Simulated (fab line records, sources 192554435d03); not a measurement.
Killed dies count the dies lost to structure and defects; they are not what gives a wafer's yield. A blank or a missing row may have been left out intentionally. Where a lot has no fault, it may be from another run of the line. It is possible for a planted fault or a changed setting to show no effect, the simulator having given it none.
Split-lot experiment ; flow n5 finfet ; on a route of 1938 steps: 7 lots, 21 wafers read

## THE SPLIT
At N5_BEOL_M8_COAT_05 (resist thk 90 nm), the setting spin rpm was moved away from the recipe's 1500 rpm on 8 of the 21 wafers read, by -11.0% to +10.1%. This setting was run at the recipe's value on the other wafers.

## FROM THE SPLIT TO THE READING: what the file shows between them, 6 steps
- N5_BEOL_M8_EBR_07
- N5_BEOL_M8_SOFTBAKE_06: time 60 s
- N5_BEOL_M8_EXPOSE_08: exposes mask M8
- N5_BEOL_M8_PEB_09: peb time 60 s
- N5_BEOL_M8_DEVELOP_10: develop time 30 s
- N5_BEOL_M8_DESCUM_16: chemistry O2, time 7.9 s

## THE READING
CAR-ArF_of_BEOL_M8_COAT_05.thk nm (the simulator's own value, which no gauge read), in nm, at N5_BEOL_M8_ETCH_61 (etches SiARC in CF4, target depth 45.5 nm, time 75.8 s). No usual value for it is given in the file. Average 50.8 nm, standard deviation 0.29 nm, over the 13 wafers here run with the recipe.

wafer;tool, chamber at the split;spin rpm as run, rpm;against the recipe;CAR-ArF_of_BEOL_M8_COAT_05.thk nm, nm;against lot-mates on the recipe
L078.1;litho track-02, 0;1500;recipe;51;-
L078.5;litho track-02, 0;1500;recipe;51;-
L078.3;litho track-02, 0;1651;+10.1%;46.8;-4.2
L080.2;litho track-02, 0;1335;-11.0%;56.4;+5.2
L080.3;litho track-02, 0;1500;recipe;51.2;-
L080.4;litho track-02, 0;1335;-11.0%;56.2;+5.0
L082.3;litho track-04, 0;1500;recipe;50.8;-
L082.5;litho track-04, 0;1500;recipe;51;-
L082.6;litho track-04, 0;1500;recipe;51;-
L085.1;litho track-05, 0;1500;recipe;51;-
L085.5;litho track-05, 0;1421;-5.3%;53.2;+2.5
L085.6;litho track-05, 0;1500;recipe;50.4;-
L089.3;litho track-02, 0;1500;recipe;50.8;-
L089.5;litho track-02, 0;1583;+5.5%;48.4;-2.4
L089.6;litho track-02, 0;1583;+5.5%;48.4;-2.4
L092.2;litho track-04, 0;1500;recipe;50.2;-
L092.5;litho track-04, 0;1500;recipe;50.6;-
L092.6;litho track-04, 0;1500;recipe;50.4;-
L094.1;litho track-02, 0;1596;+6.4%;48;-2.8
L094.4;litho track-02, 0;1596;+6.4%;48;-2.8
L094.3;litho track-02, 0;1500;recipe;50.8;-

FIT RESULTS
A straight line over all 21 wafers: CAR-ArF_of_BEOL_M8_COAT_05.thk nm changes by -0.461 nm for each +1% of spin rpm; r = -0.99; the points scatter about the line by 0.31 nm.
The same after taking each lot's own level away (the mean of its wafers on the recipe; 21 wafers): -0.448 nm for each +1%; r = -1.00; scatter 0.15 nm.
The reading moves by 4.9 nm for the largest change in spin rpm, on that fit.
From 50.40 to 51.20 nm: that is the span of the lots' own levels, equal to 2.8 times the standard deviation above.
The two slopes are in agreement: the lot-to-lot level therefore moves the slope only a little.
Check: for one of the wafers moved furthest among these (-11.0%), held out of the fit, the line's prediction against its lot-mates is +4.89 nm. It came out at +5.2 nm against them.

## THE WHOLE CHAIN: every reading that the file lists as answering this split, in the file's order
step;what it does;reading;change (the file's fit);r (the file's)
N5_BEOL_M8_COAT_05;resist thk 90 nm;CAR-ArF_of_BEOL_M8_COAT_05.thk nm (the simulator's own value, which no gauge read);-0.458 nm for each +1% of the setting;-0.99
N5_BEOL_M8_DEVELOP_10;develop time 30 s;CAR-ArF_of_BEOL_M8_COAT_05.thk nm (the simulator's own value, which no gauge read);-0.453 nm for each +1% of the setting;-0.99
N5_BEOL_M8_ETCH_61;etches SiARC in CF4, target depth 45.5 nm, time 75.8 s;CAR-ArF_of_BEOL_M8_COAT_05.thk nm (the simulator's own value, which no gauge read);-0.444 nm for each +1% of the setting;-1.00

## THE FILE'S OWN FIT
CAR-ArF_of_BEOL_M8_COAT_05.thk nm changes by -0.444 nm for each +1% of spin rpm, r = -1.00.
